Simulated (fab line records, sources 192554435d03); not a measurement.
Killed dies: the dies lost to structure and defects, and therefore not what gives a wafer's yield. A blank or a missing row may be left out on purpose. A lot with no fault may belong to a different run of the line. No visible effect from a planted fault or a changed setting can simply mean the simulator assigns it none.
fab line records || flow n5Finfet
record: {"lots": 4, "wafers": 12, "lastDay": 15}
route steps=1938 shown BEOL_M1@825 BEOL_M2@841 BEOL_M4@1111 PASSIVATION@1936
lots that met no fault: taken from a fault-free run of the same line
startH: the number of hours between the record's first day and the start of the first shown wafer of the lot || waitH: time in hours since the lot's previous step || " as in the row above || L1.1+2: a single row standing in for several wafers || - value missing, or start not given || * or withheld: withheld || < > ~ a bound
route shown NAME@n: a module of which the file shows steps, and the number in the route of the first || usual: average and standard deviation across the fault-free wafers || same: alike in all rows || chamber/n: place in a boat || sites: each site's reading || _std_site: the standard deviation of these || _edge_site: outer sites' mean less inner sites' || radiusMm: for every site, how far away it sits from the centre of the wafer || mask NAME#n: copy n || behind: the most recent tool/chamber to have shaped the wafer || hold: reason for holding the lot/hours on hold/outcome of the hold || device: transistor that didn't switch, given as n, p or np || end of line: tests run on the same wafers once the route is complete || for a step that has no rows: nothing shown but its recipe || killed: the dies lost at the first sort to structure and to defects; this is not the yield of the wafer || map: a wafer's dies, marking killed ones x, the rest . and places with no die _
set.NAME: the run value of the setting; set.NAME@STEP: its run value at that earlier step || model.NAME: the simulator's own value behind a step, which no gauge read
lots seen at some steps along the route; tables by step, rows by wafer
services: from which hour (startH, from the record's first day; less than 0 if before it) a tool's chamber was out of use, for how many hours, and why
== steps ==
step: N5_BEOL_M1_ANNEAL_91
recipe: {"tempC": 400, "timeS": 240, "ambient": "vacuum"}
step: N5_BEOL_M1_SPUTTER_92
recipe: {"material": "Cu", "targetThkA": 45, "tempC": -20, "chamberPressurePa": 0.07, "powerW": "withheld", "timeS": 8.29}
step: N5_BEOL_M1_ANNEAL_93
recipe: {"tempC": 400, "timeS": 240, "ambient": "vacuum"}
step: N5_BEOL_M1_SPUTTER_94
recipe: {"material": "Cu", "targetThkA": 45, "tempC": -20, "chamberPressurePa": 0.07, "powerW": "withheld", "timeS": 8.29}
step: N5_BEOL_M1_ANNEAL_95
recipe: {"tempC": 400, "timeS": 240, "ambient": "vacuum"}
step: N5_BEOL_M1_SPUTTER_96
recipe: {"material": "Cu", "targetThkA": 45, "tempC": -20, "chamberPressurePa": 0.07, "powerW": "withheld", "timeS": 8.29}
step: N5_BEOL_M1_ECD_50
recipe: {"material": "Cu", "targetThkA": 3000}
step: N5_BEOL_M1_ANNEAL_51
recipe: {"tempC": 225, "timeS": 90, "ambient": "N2"}
step: N5_BEOL_M1_CMP_52
recipe: {"stopOn": "SiOC", "tOverpolishS": 6.8, "downForcePsi": 1, "platenRpm": 50, "clearingPlatenDownForcePsi": 1.5, "clearingPlatenRpm": 50, "postCmpClean": "cuAlkaline", "targetThkNm": 40, "clearingPlatenPadVelocityMS": 0.99484, "padVelocityMS": 0.99484}
step: N5_BEOL_M1_PRE_CLEAN_60
recipe: {"gas": "NH3/H2", "timeS": 15, "tempC": "*", "rfPowerW": 300}
step: N5_BEOL_M1_CO_CAP_55
recipe: {"material": "Co", "targetThkA": 20, "tempC": 200, "precursor": "CCTBA/H2", "pressureTorr": 30, "timeS": 102.1}
step: N5_BEOL_M1_PRE_CLEAN_56
recipe: {"gas": "NH3", "timeS": 15, "tempC": "withheld", "rfPowerW": 300}
{"lot.wafer": "L762.1+2+6", "tool": "pecvd-01", "chamber": "2,0,1", "startH": 131.86, "waitH": 0.1}
{"lot.wafer": "L769.1+3+5", "tool": "pecvd-01", "chamber": "1,2,1", "startH": 174.57, "waitH": 0.1}
{"lot.wafer": "L771.1+2+4", "tool": "pecvd-01", "chamber": "1,2,0", "startH": 192.80, "waitH": 0.1}
{"lot.wafer": "L778.1+3+4", "tool": "pecvd-03", "chamber": "1,2,1", "startH": 227.79, "waitH": 0.1}
step: N5_BEOL_M1_DEP_57
recipe: {"material": "SiCN", "targetThkA": 80, "tempC": "withheld", "precursor": "3MS/NH3", "pressureTorr": 3, "rfW": 202, "timeS": 14}
step: N5_BEOL_M1_INSPECT_59
recipe: {"inspectInstrument": "darkfield", "mode": "postDep"}
usual: {"rawDefectCount": "66/20"}
{"lot.wafer": "L762.1", "tool": "defectInspect-02", "chamber": "-", "startH": 131.99, "waitH": 0.0, "rawDefectCount": 67}
{"lot.wafer": "L762.2", "tool": "defectInspect-02", "chamber": "-", "startH": 131.99, "waitH": 0.0, "rawDefectCount": 91}
{"lot.wafer": "L762.6", "tool": "defectInspect-02", "chamber": "-", "startH": 131.99, "waitH": 0.0, "rawDefectCount": 76}
{"lot.wafer": "L769.1", "tool": "defectInspect-01", "chamber": "-", "startH": 174.70, "waitH": 0.0, "rawDefectCount": 908}
{"lot.wafer": "L769.3", "tool": "defectInspect-01", "chamber": "-", "startH": 174.70, "waitH": 0.0, "rawDefectCount": 956}
{"lot.wafer": "L769.5", "tool": "defectInspect-01", "chamber": "-", "startH": 174.70, "waitH": 0.0, "rawDefectCount": 898}
{"lot.wafer": "L771.1", "tool": "defectInspect-01", "chamber": "-", "startH": 192.92, "waitH": 0.0, "rawDefectCount": 986}
{"lot.wafer": "L771.2", "tool": "defectInspect-01", "chamber": "-", "startH": 192.92, "waitH": 0.0, "rawDefectCount": 1029}
{"lot.wafer": "L771.4", "tool": "defectInspect-01", "chamber": "-", "startH": 192.92, "waitH": 0.0, "rawDefectCount": 1015}
{"lot.wafer": "L778.1", "tool": "defectInspect-01", "chamber": "-", "startH": 227.94, "waitH": 0.0, "rawDefectCount": 77}
{"lot.wafer": "L778.3", "tool": "defectInspect-01", "chamber": "-", "startH": 227.94, "waitH": 0.0, "rawDefectCount": 76}
{"lot.wafer": "L778.4", "tool": "defectInspect-01", "chamber": "-", "startH": 227.94, "waitH": 0.0, "rawDefectCount": 72}
step: N5_BEOL_M2_ILD_DEP_00
recipe: {"material": "SiOC", "targetThkA": 790, "tempC": 350, "precursor": "DEMS/O2", "pressureTorr": 5, "rfW": 500, "timeS": 15.3}
step: N5_BEOL_M2_PECVD_72
recipe: {"material": "SiO2", "targetThkA": 160, "tempC": 400, "precursor": "TEOS/O2", "pressureTorr": 5.5, "rfW": 450, "teosFlowSccm": 53.8, "gas": "O2", "flowSccm": 3000, "timeS": 18}
step: N5_BEOL_M2_HM_DEP_02
recipe: {"material": "TiN", "targetThkA": 200, "tempC": 25, "chamberPressurePa": 0.49996}
step: N5_BEOL_M2_COAT_61
recipe: {"resist": "SOC", "tempC": 250, "timeS": 60, "spinRpm": 1500, "resistThkNm": 60}
step: N5_BEOL_M2_COAT_62
recipe: {"resist": "SiARC", "tempC": 220, "timeS": 60, "spinRpm": 1500, "resistThkNm": 12}
step: N5_BEOL_M2_COAT_73
recipe: {"resist": "underlayer", "tempC": 205, "timeS": 60, "spinRpm": 1500, "resistThkNm": 5}
step: N5_BEOL_M2_COAT_05
recipe: {"resist": "CAR-EUV", "spinRpm": 1500, "resistThkNm": 30}
step: N5_BEOL_M2_EBR_07
recipe: {"solvent": "PGMEA", "ebrWidthMm": 1.5}
step: N5_BEOL_M2_SOFTBAKE_06
recipe: {"tempC": 110, "timeS": 60, "resist": "CAR-EUV"}
step: N5_BEOL_M2_EXPOSE_08
recipe: {"maskId": "M2", "na": 0.33, "sourceShape": "dipole", "sigmaInner": 0.369, "sigmaOuter": 0.767, "polarization": "unpolarized", "doseMj": 41.25}
step: N5_BEOL_M2_PEB_09
recipe: {"pebTempC": 100, "pebTimeS": 60, "resist": "CAR-EUV"}
step: N5_BEOL_M2_DEVELOP_10
recipe: {"developTimeS": 30, "developer": "TMAH", "resist": "CAR-EUV", "rinseLiquid": "surfactantRinse", "dry": "airSpin", "devTempC": 23}
step: N5_BEOL_M2_INSPECT_13
recipe: {"mode": "adi", "inspectInstrument": "brightfield"}
usual: {"rawDefectCount": "388/78"}
{"lot.wafer": "L762.1", "tool": "defectInspect-02", "chamber": "-", "startH": 133.34, "waitH": 0.1, "rawDefectCount": 365}
{"lot.wafer": "L762.2", "tool": "defectInspect-02", "chamber": "-", "startH": 133.34, "waitH": 0.1, "rawDefectCount": 433}
{"lot.wafer": "L762.6", "tool": "defectInspect-02", "chamber": "-", "startH": 133.34, "waitH": 0.1, "rawDefectCount": 398}
{"lot.wafer": "L769.1", "tool": "defectInspect-02", "chamber": "-", "startH": 177.35, "waitH": 0.1, "rawDefectCount": 1246}
{"lot.wafer": "L769.3", "tool": "defectInspect-02", "chamber": "-", "startH": 177.35, "waitH": 0.1, "rawDefectCount": 1238}
{"lot.wafer": "L769.5", "tool": "defectInspect-02", "chamber": "-", "startH": 177.35, "waitH": 0.1, "rawDefectCount": 1206}
{"lot.wafer": "L771.1", "tool": "defectInspect-01", "chamber": "-", "startH": 194.32, "waitH": 0.1, "rawDefectCount": 1204}
{"lot.wafer": "L771.2", "tool": "defectInspect-01", "chamber": "-", "startH": 194.32, "waitH": 0.1, "rawDefectCount": 1318}
{"lot.wafer": "L771.4", "tool": "defectInspect-01", "chamber": "-", "startH": 194.32, "waitH": 0.1, "rawDefectCount": 1282}
{"lot.wafer": "L778.1", "tool": "defectInspect-02", "chamber": "-", "startH": 230.73, "waitH": 0.1, "rawDefectCount": 390}
{"lot.wafer": "L778.3", "tool": "defectInspect-02", "chamber": "-", "startH": 230.73, "waitH": 0.1, "rawDefectCount": 430}
{"lot.wafer": "L778.4", "tool": "defectInspect-02", "chamber": "-", "startH": 230.73, "waitH": 0.1, "rawDefectCount": 433}
step: N5_BEOL_M2_DESCUM_16
recipe: {"chemistry": "O2", "timeS": 7, "sourcePowerW": 50, "biasPowerW": 20, "pressureMtorr": 20, "rfFrequencyHz": 2.712e+07, "tempC": 40, "resist": "CAR-EUV", "o2FlowSccm": 225}
step: N5_BEOL_M2_ETCH_74
recipe: {"chemistry": "N2/H2", "target": "underlayer", "targetDepthA": 65, "maskMaterial": "CAR-EUV", "timeS": 5.2, "ionEnergyEv": 200, "pressureMtorr": 30, "sourceW": 840, "biasW": 150, "n2FlowSccm": 200, "h2FlowSccm": 200, "ends": "cleared"}
step: N5_BEOL_M2_ETCH_63
recipe: {"chemistry": "CF4", "target": "SiARC", "targetDepthA": 156, "maskMaterial": "CAR-EUV", "timeS": 26, "ionEnergyEv": 80, "pressureMtorr": 40, "sourceW": 545, "biasW": 36, "Ar_flow_sccm": 100, "cf4FlowSccm": 100, "ends": "cleared"}
step: N5_BEOL_M2_ETCH_64
recipe: {"chemistry": "N2/H2", "target": "SOC", "targetDepthA": 750, "overetchA": 225, "maskMaterial": "SiARC", "tempC": 40, "timeS": 121.9, "ionEnergyEv": 200, "pressureMtorr": 30, "sourceW": 840, "biasW": 150, "n2FlowSccm": 200, "h2FlowSccm": 200}
step: N5_BEOL_M2_STRIP_65
recipe: {"chemistry": "N2/H2", "tempC": 40, "n2FlowSccm": 200, "h2FlowSccm": 200, "rfFrequencyHz": 6e+07}
step: N5_BEOL_M2_STRIP_75
recipe: {"chemistry": "N2/H2", "tempC": 40, "n2FlowSccm": 200, "h2FlowSccm": 200, "rfFrequencyHz": 6e+07}
step: N5_BEOL_M2_STRIP_66
recipe: {"chemistry": "CF4", "resist": "SiARC", "powerW": 300, "biasPowerW": 75, "pressureMtorr": 50, "cf4FlowSccm": 150, "rfFrequencyHz": 6e+07}
step: N5_BEOL_M2_HM_OPEN_17
recipe: {"chemistry": "Cl2/BCl3", "targetDepthA": 200, "overetchA": 60, "target": "TiN", "maskMaterial": "SOC", "ionEnergyEv": 150, "pressureMtorr": 10, "icpW": 1000, "biasW": 126, "Cl2_flow_sccm": 53.25, "bcl3FlowSccm": 21.75, "Ar_flow_sccm": 25}
step: N5_BEOL_M2_STRIP_19
recipe: {"chemistry": "O2", "powerW": 400, "tempC": 40, "pressureMtorr": 30, "rfFrequencyHz": 6e+07, "biasPowerW": 0, "overashFraction": 0.2, "o2FlowSccm": 225}
step: N5_BEOL_M2_INSPECT_30
recipe: {"mode": "adi", "inspectInstrument": "brightfield"}
usual: {"rawDefectCount": "390/76"}
{"lot.wafer": "L762.1", "tool": "defectInspect-01", "chamber": "-", "startH": 134.30, "waitH": 0.1, "rawDefectCount": 361}
{"lot.wafer": "L762.2", "tool": "defectInspect-01", "chamber": "-", "startH": 134.30, "waitH": 0.1, "rawDefectCount": 448}
{"lot.wafer": "L762.6", "tool": "defectInspect-01", "chamber": "-", "startH": 134.30, "waitH": 0.1, "rawDefectCount": 445}
{"lot.wafer": "L769.1", "tool": "defectInspect-01", "chamber": "-", "startH": 178.48, "waitH": 0.1, "rawDefectCount": 1270}
{"lot.wafer": "L769.3", "tool": "defectInspect-01", "chamber": "-", "startH": 178.48, "waitH": 0.1, "rawDefectCount": 1243}
{"lot.wafer": "L769.5", "tool": "defectInspect-01", "chamber": "-", "startH": 178.48, "waitH": 0.1, "rawDefectCount": 1209}
{"lot.wafer": "L771.1", "tool": "defectInspect-01", "chamber": "-", "startH": 195.20, "waitH": 0.1, "rawDefectCount": 1201}
{"lot.wafer": "L771.2", "tool": "defectInspect-01", "chamber": "-", "startH": 195.20, "waitH": 0.1, "rawDefectCount": 1354}
{"lot.wafer": "L771.4", "tool": "defectInspect-01", "chamber": "-", "startH": 195.20, "waitH": 0.1, "rawDefectCount": 1286}
{"lot.wafer": "L778.1", "tool": "defectInspect-01", "chamber": "-", "startH": 232.54, "waitH": 0.1, "rawDefectCount": 377}
{"lot.wafer": "L778.3", "tool": "defectInspect-01", "chamber": "-", "startH": 232.54, "waitH": 0.1, "rawDefectCount": 460}
{"lot.wafer": "L778.4", "tool": "defectInspect-01", "chamber": "-", "startH": 232.54, "waitH": 0.1, "rawDefectCount": 440}
step: N5_BEOL_M4_RC_MEAS_101
usual: {"DIBL_N": "36.8/2.2", "DIBL_P": "37.1/2.8", "IOFF_N": "0.17/0.04", "IOFF_P": "0.22/0.049", "ION_N": "672/16", "ION_P": "460/9.2", "SS_N": "71.6/0.69", "SS_P": "73.5/0.78", "VT_N": "249/3.6", "VT_P": "-250/3.9"}
{"lot.wafer": "L762.1", "tool": "prober-01", "chamber": 0, "startH": 158.57, "waitH": 0.0, "DIBL_N[mV/V]": 39.2, "DIBL_P[mV/V]": 38.3, "IOFF_N[nA/um]": 0.20, "IOFF_P[nA/um]": 0.22, "ION_N[uA/um]": 666, "ION_P[uA/um]": 451, "SS_N[mV/dec]": 72.8, "SS_P[mV/dec]": 74.1, "VT_N[mV]": 248, "VT_P[mV]": -253}
{"lot.wafer": "L762.2", "tool": "prober-01", "chamber": 0, "startH": 158.57, "waitH": 0.0, "DIBL_N[mV/V]": 38.9, "DIBL_P[mV/V]": 38.0, "IOFF_N[nA/um]": 0.20, "IOFF_P[nA/um]": 0.22, "ION_N[uA/um]": 691, "ION_P[uA/um]": 468, "SS_N[mV/dec]": 71.9, "SS_P[mV/dec]": 73.4, "VT_N[mV]": 245, "VT_P[mV]": -251}
{"lot.wafer": "L762.6", "tool": "prober-01", "chamber": 0, "startH": 158.57, "waitH": 0.0, "DIBL_N[mV/V]": 38.0, "DIBL_P[mV/V]": 37.4, "IOFF_N[nA/um]": 0.19, "IOFF_P[nA/um]": 0.21, "ION_N[uA/um]": 694, "ION_P[uA/um]": 462, "SS_N[mV/dec]": 71.5, "SS_P[mV/dec]": 73.3, "VT_N[mV]": 247, "VT_P[mV]": -253}
{"lot.wafer": "L769.1", "tool": "prober-02", "chamber": 0, "startH": 207.65, "waitH": 0.0, "DIBL_N[mV/V]": 40.3, "DIBL_P[mV/V]": 41.0, "IOFF_N[nA/um]": 0.24, "IOFF_P[nA/um]": 0.26, "ION_N[uA/um]": 712, "ION_P[uA/um]": 473, "SS_N[mV/dec]": 72.6, "SS_P[mV/dec]": 74.9, "VT_N[mV]": 241, "VT_P[mV]": -249}
{"lot.wafer": "L769.3", "tool": "prober-02", "chamber": 0, "startH": 207.65, "waitH": 0.0, "DIBL_N[mV/V]": 40.2, "DIBL_P[mV/V]": 41.3, "IOFF_N[nA/um]": 0.23, "IOFF_P[nA/um]": 0.28, "ION_N[uA/um]": 681, "ION_P[uA/um]": 460, "SS_N[mV/dec]": 72.5, "SS_P[mV/dec]": 73.7, "VT_N[mV]": 244, "VT_P[mV]": -248}
{"lot.wafer": "L769.5", "tool": "prober-02", "chamber": 0, "startH": 207.65, "waitH": 0.0, "DIBL_N[mV/V]": 40.7, "DIBL_P[mV/V]": 41.0, "IOFF_N[nA/um]": 0.23, "IOFF_P[nA/um]": 0.27, "ION_N[uA/um]": 696, "ION_P[uA/um]": 469, "SS_N[mV/dec]": 72.1, "SS_P[mV/dec]": 74.8, "VT_N[mV]": 245, "VT_P[mV]": -249}
{"lot.wafer": "L771.1", "tool": "prober-02", "chamber": 0, "startH": 217.68, "waitH": 0.2, "DIBL_N[mV/V]": 38.5, "DIBL_P[mV/V]": 38.5, "IOFF_N[nA/um]": 0.19, "IOFF_P[nA/um]": 0.22, "ION_N[uA/um]": 693, "ION_P[uA/um]": 469, "SS_N[mV/dec]": 71.4, "SS_P[mV/dec]": 73.5, "VT_N[mV]": 247, "VT_P[mV]": -250}
{"lot.wafer": "L771.2", "tool": "prober-02", "chamber": 0, "startH": 217.68, "waitH": 0.2, "DIBL_N[mV/V]": 37.5, "DIBL_P[mV/V]": 35.3, "IOFF_N[nA/um]": 0.15, "IOFF_P[nA/um]": 0.17, "ION_N[uA/um]": 657, "ION_P[uA/um]": 451, "SS_N[mV/dec]": 72.2, "SS_P[mV/dec]": 72.4, "VT_N[mV]": 252, "VT_P[mV]": -255}
{"lot.wafer": "L771.4", "tool": "prober-02", "chamber": 0, "startH": 217.68, "waitH": 0.2, "DIBL_N[mV/V]": 38.1, "DIBL_P[mV/V]": 37.6, "IOFF_N[nA/um]": 0.18, "IOFF_P[nA/um]": 0.20, "ION_N[uA/um]": 672, "ION_P[uA/um]": 459, "SS_N[mV/dec]": 71.6, "SS_P[mV/dec]": 72.6, "VT_N[mV]": 248, "VT_P[mV]": -251}
{"lot.wafer": "L778.1", "tool": "prober-02", "chamber": 0, "startH": 260.80, "waitH": 0.0, "DIBL_N[mV/V]": 34.7, "DIBL_P[mV/V]": 37.0, "IOFF_N[nA/um]": 0.14, "IOFF_P[nA/um]": 0.20, "ION_N[uA/um]": 686, "ION_P[uA/um]": 469, "SS_N[mV/dec]": 70.7, "SS_P[mV/dec]": 72.9, "VT_N[mV]": 252, "VT_P[mV]": -249}
{"lot.wafer": "L778.3", "tool": "prober-02", "chamber": 0, "startH": 260.80, "waitH": 0.0, "DIBL_N[mV/V]": 36.4, "DIBL_P[mV/V]": 37.2, "IOFF_N[nA/um]": 0.20, "IOFF_P[nA/um]": 0.21, "ION_N[uA/um]": 660, "ION_P[uA/um]": 456, "SS_N[mV/dec]": 73.3, "SS_P[mV/dec]": 73.3, "VT_N[mV]": 250, "VT_P[mV]": -251}
{"lot.wafer": "L778.4", "tool": "prober-02", "chamber": 0, "startH": 260.80, "waitH": 0.0, "DIBL_N[mV/V]": 33.1, "DIBL_P[mV/V]": 33.6, "IOFF_N[nA/um]": 0.11, "IOFF_P[nA/um]": 0.15, "ION_N[uA/um]": 639, "ION_P[uA/um]": 441, "SS_N[mV/dec]": 71.2, "SS_P[mV/dec]": 72.1, "VT_N[mV]": 255, "VT_P[mV]": -252}
step: N5_PASSIVATION_PROBE_49
usual: {"defectLimitedYield": "91.1/1.5", "killed_at_M0_to_M3": "35/11", "killed_at_M4_up": "13/5.7", "killedAtContacts": "12/5.7", "killedAtFrontEnd": "40/11", "killedAtOther": "4/4.4", "killedDies": "105/18", "killedOpen": "68/14", "killedShort": "34/7.4", "sort_bin_4_leakage": "0.00/0.011", "sort_bin_5_function": "5.2/1", "sort_bin_6_memory": "3.3/0.67", "sort_bin_8_speed": "0.04/0.29", "sortNPass": "1074/18", "sortYieldPct": "91.0/1.5"}
same: {"grossDies": 1180, "killedAtBackSide": 0}
{"lot.wafer": "L769.1", "tool": "prober-01", "chamber": "-", "startH": 313.13, "waitH": 0.0, "defectLimitedYield[%]": 79.4, "killed_at_M0_to_M3": 175, "killed_at_M4_up": 6, "killedAtContacts": 20, "killedAtFrontEnd": 41, "killedAtOther": 1, "killedDies": 243, "killedOpen": 71, "killedShort": 29, "sort_bin_4_leakage[%]": 0.08, "sort_bin_5_function[%]": 13.4, "sort_bin_6_memory[%]": 4.3, "sort_bin_8_speed[%]": 0, "sortNPass": 936, "sortYieldPct[%]": 79.3}
{"lot.wafer": "L769.3", "tool": "prober-01", "chamber": "-", "startH": 313.23, "waitH": 0.1, "defectLimitedYield[%]": 80.5, "killed_at_M0_to_M3": 160, "killed_at_M4_up": 12, "killedAtContacts": 5, "killedAtFrontEnd": 51, "killedAtOther": 2, "killedDies": 230, "killedOpen": 61, "killedShort": 35, "sort_bin_4_leakage[%]": 0, "sort_bin_5_function[%]": 11.4, "sort_bin_6_memory[%]": 5.0, "sort_bin_8_speed[%]": 0.08, "sortNPass": 950, "sortYieldPct[%]": 80.5}
{"lot.wafer": "L769.5", "tool": "prober-01", "chamber": "-", "startH": 313.33, "waitH": 0.2, "defectLimitedYield[%]": 80.8, "killed_at_M0_to_M3": 169, "killed_at_M4_up": 18, "killedAtContacts": 6, "killedAtFrontEnd": 33, "killedAtOther": 1, "killedDies": 227, "killedOpen": 45, "killedShort": 37, "sort_bin_4_leakage[%]": 0, "sort_bin_5_function[%]": 11.7, "sort_bin_6_memory[%]": 3.7, "sort_bin_8_speed[%]": 0, "sortNPass": 953, "sortYieldPct[%]": 80.8}
{"lot.wafer": "L771.1", "tool": "prober-02", "chamber": "-", "startH": 319.57, "waitH": 0.0, "defectLimitedYield[%]": 81.2, "killed_at_M0_to_M3": 168, "killed_at_M4_up": 11, "killedAtContacts": 4, "killedAtFrontEnd": 38, "killedAtOther": 1, "killedDies": 222, "killedOpen": 51, "killedShort": 26, "sort_bin_4_leakage[%]": 0, "sort_bin_5_function[%]": 11.6, "sort_bin_6_memory[%]": 4.2, "sort_bin_8_speed[%]": 0, "sortNPass": 958, "sortYieldPct[%]": 81.2}
{"lot.wafer": "L771.2", "tool": "prober-02", "chamber": "-", "startH": 319.62, "waitH": 0.1, "defectLimitedYield[%]": 80.8, "killed_at_M0_to_M3": 153, "killed_at_M4_up": 17, "killedAtContacts": 8, "killedAtFrontEnd": 32, "killedAtOther": 17, "killedDies": 227, "killedOpen": 55, "killedShort": 22, "sort_bin_4_leakage[%]": 0, "sort_bin_5_function[%]": 11.7, "sort_bin_6_memory[%]": 3.8, "sort_bin_8_speed[%]": 0, "sortNPass": 953, "sortYieldPct[%]": 80.8}
{"lot.wafer": "L771.4", "tool": "prober-02", "chamber": "-", "startH": 319.72, "waitH": 0.2, "defectLimitedYield[%]": 64.9, "killed_at_M0_to_M3": 102, "killed_at_M4_up": 8, "killedAtContacts": 17, "killedAtFrontEnd": 30, "killedAtOther": 257, "killedDies": 414, "killedOpen": 56, "killedShort": 21, "sort_bin_4_leakage[%]": 0, "sort_bin_5_function[%]": 29.3, "sort_bin_6_memory[%]": 3.5, "sort_bin_8_speed[%]": 0, "sortNPass": 766, "sortYieldPct[%]": 64.9}
killed by level:class
L769.1 BEOL_M1:unspecified=138 MOL_CONTACT_COAG:geometricParticle:open=16 BEOL_M3:geometricParticle:open=11 FIN_SAQP:geometricParticle:open=8 BEOL_M0_SAQP:geometricParticle:short=8 STI_FIN_REVEAL:geometricParticle:open=5 GATE_CUT:geometricParticle:open=5 BEOL_M1:geometricParticle:open=5
L769.3 BEOL_M1:unspecified=130 FIN_SAQP:geometricParticle:open=14 FIN_SAQP:geometricParticle:short=10 BEOL_M3:geometricParticle:open=8 STI_FIN_REVEAL:geometricParticle:open=6 BEOL_M0_SAQP:geometricParticle:short=6 STI_FIN_REVEAL:geometricParticle:short=5 MOL_CONTACT_COAG:geometricParticle:open=5
L769.5 BEOL_M1:unspecified=139 FIN_SAQP:geometricParticle:short=17 FIN_SAQP:geometricParticle:open=8 BEOL_M3:geometricParticle:open=8 BEOL_M0_SAQP:geometricParticle:short=7 MOL_CONTACT_COAG:geometricParticle:open=5 BEOL_M4:geometricParticle:open=5 GATE_CUT:geometricParticle:short=4
L771.1 BEOL_M1:unspecified=142 FIN_SAQP:geometricParticle:open=11 BEOL_M0_SAQP:geometricParticle:short=8 BEOL_M0_SAQP:geometricParticle:open=7 FIN_SAQP:geometricParticle:short=6 STI_FIN_REVEAL:geometricParticle:open=6 BEOL_M5:geometricParticle:open=5 BEOL_M2:geometricParticle:open=4
L771.2 BEOL_M1:unspecified=134 PASSIVATION:areaEtch=16 STI_FIN_REVEAL:geometricParticle:open=15 BEOL_M4:geometricParticle:open=7 MOL_CONTACT_COAG:geometricParticle:open=5 BEOL_M2:geometricParticle:open=5 FIN_SAQP:geometricParticle:open=4 STI_FIN_REVEAL:geometricParticle:short=4
L771.4 PASSIVATION:areaEtch=256 BEOL_M1:unspecified=79 MOL_CONTACT_COAG:geometricParticle:open=15 FIN_SAQP:geometricParticle:open=8 STI_FIN_REVEAL:geometricParticle:open=7 BEOL_M0_SAQP:geometricParticle:open=7 BEOL_M0_SAQP:geometricParticle:short=5 BEOL_M3:geometricParticle:open=4
map L769.1 (x killed, . not)
_________________............________________
______________..xxx.........x..._____________
___________..x....x.x.....x.......x__________
__________.......x.................._________
________...........................x.._______
_______xx...............x.......x.xx...______
______.xx..x......x.............x......._____
_____x.....x..x.x..........xx.....x......____
____.....x..........x.........x...x.......___
___...x..x.............x..........x........__
___.x..x............x........x.....x.......__
__.......x.............x........xx......x.xx_
__.............x...x...............x........_
_..xx.....x........................x.x.x.x...
_.......x.........................xxxxxxx.x..
_..........x.xx.............x.xxxxxxxxxxxxx.x
_...........................x..xxxxxxxxxxxx.x
_...x.x...x...........x......x.xxxxxxxxxxxxx.
_....x..x.x...........x.x...x..xxxxxxxxxxxxxx
_x......x...x.x..x....xxx......xxxxxxxxxxxxx.
_....x..................x.....xxxxxxxxxxxxx.x
__............................x.xxxxxxxxxxxx_
__....x.......................xxxxxxxxxxxxxx_
___...............x....x....x..xxxxxxxxxxxx__
___x.............................x.xxx.xx..__
____................................x...x.___
_____.x.............................xx...____
______......x...........x..............._____
_______....x........................x..______
________............x.x..............._______
__________......x..................._________
___________........................__________
______________.x..x.x..x........_____________
_________________.x....x.....________________
map L771.4 (x killed, . not)
_________________xxxxxxxxxxxx________________
______________xxxxxxx...x..xxxxx_____________
___________xxxxxxxx.........xxxxxxx__________
__________xxxxxxx.x......x.x.xxxxxxx_________
________xxxxxxxx.xx.......x.x..x.xxxxx_______
_______xxxxxxxxx.x..x..x.........xx.x.x______
______xxxxxxxxxx.................x.x.xxx_____
_____xxxxxxxxxxx....................x.x.x____
____x...xxxxxx.x......x...........x...xxxx___
___x...xx.xxx.x.x.......................xxx__
___xx..x..x...xx.................x......xxx__
__..x.x.....x....................x........xx_
__...........x......x.x...........x.......xx_
_xx.......................................xxx
_xx....x..............x......x...x.......xxxx
_xx........................x.x........x.xxxxx
_xx.............x......................xxxxxx
_xxx........xx.x.........................xxxx
_xx.x............x........x.......x.....xxxxx
_xxx...........x...x......x...........xxxxxxx
_xxx............................x.....xxxxxxx
__x...........x.x..x..................xxxxxx_
__x................................x...xxxxx_
___x............x.......x............xxxxxx__
___xx...........x.....xx..........x..xx.xxx__
____xx........................x....x.xxxxx___
_____xx........x.........x.....xx.x.xxxxx____
______...x....x......x......x.xx.xxxxxxx_____
_______xx...................xxx.xxxxxxx______
________xxxx.....x......x..xxxxxxxxxxx_______
__________x.xxxx.x..x.xx.xxx.xxxxxxx_________
___________xxx.x.xxx..xxxxxxxxxxxxx__________
______________xxxxxxxxxxxxxxxxxx_____________
_________________xx.xxxxxxxxx________________
== services ==
{"tool": "pecvd-01", "chamber": 1, "startH": 151.35, "hours": 5.3, "kind": "repair"}
{"tool": "pecvd-01", "chamber": "-", "startH": 160.27, "hours": 1.6, "kind": "repair"}
{"tool": "pecvd-01", "chamber": 2, "startH": 166.77, "hours": 2.1, "kind": "scheduledDown"}
{"tool": "pecvd-03", "chamber": "-", "startH": 192.42, "hours": 28.1, "kind": "pm"}
{"tool": "pecvd-03", "chamber": 0, "startH": 225.35, "hours": 14.4, "kind": "repair"}
== key ==
firstSign: {"step": "N5_BEOL_M1_INSPECT_59", "reading": "rawDefectCount", "direction": "up", "sigmas": 45, "usual": 66, "struck": 965}
effect: {"step": "N5_BEOL_M2_INSPECT_13", "reading": "rawDefectCount", "direction": "up", "sigmas": 11, "usual": 388, "struck": 1249}
effect: {"step": "N5_BEOL_M2_INSPECT_30", "reading": "rawDefectCount", "direction": "up", "sigmas": 11, "usual": 390, "struck": 1260}
effect: {"step": "N5_PASSIVATION_PROBE_49", "reading": "killed_at_M0_to_M3", "direction": "up", "sigmas": 11, "usual": 35, "struck": 154}
moreKillsBornAt: {"N5_BEOL_M1_PRE_CLEAN_56@pecvd-01": 762}
metAt N5_BEOL_M1_PRE_CLEAN_56
struckWafers L769.1,L769.3,L769.5,L771.1,L771.2,L771.4
baselineLoss: {"step": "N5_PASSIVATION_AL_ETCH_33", "wafers": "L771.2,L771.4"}
onsetBetween 131.86 174.57
fault: {"kind": "chamberParticleSource", "tool": "pecvd-01", "chamber": "-", "onsetH": 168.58, "steps": "N5_BEOL_M1_PRE_CLEAN_56", "ratePerVisitCm2": 1.3733, "endH": 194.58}
baselineLoss: these wafers lose ten dies or more at that step, a loss of the line's own and not of a fault; the sort's usual values leave them out
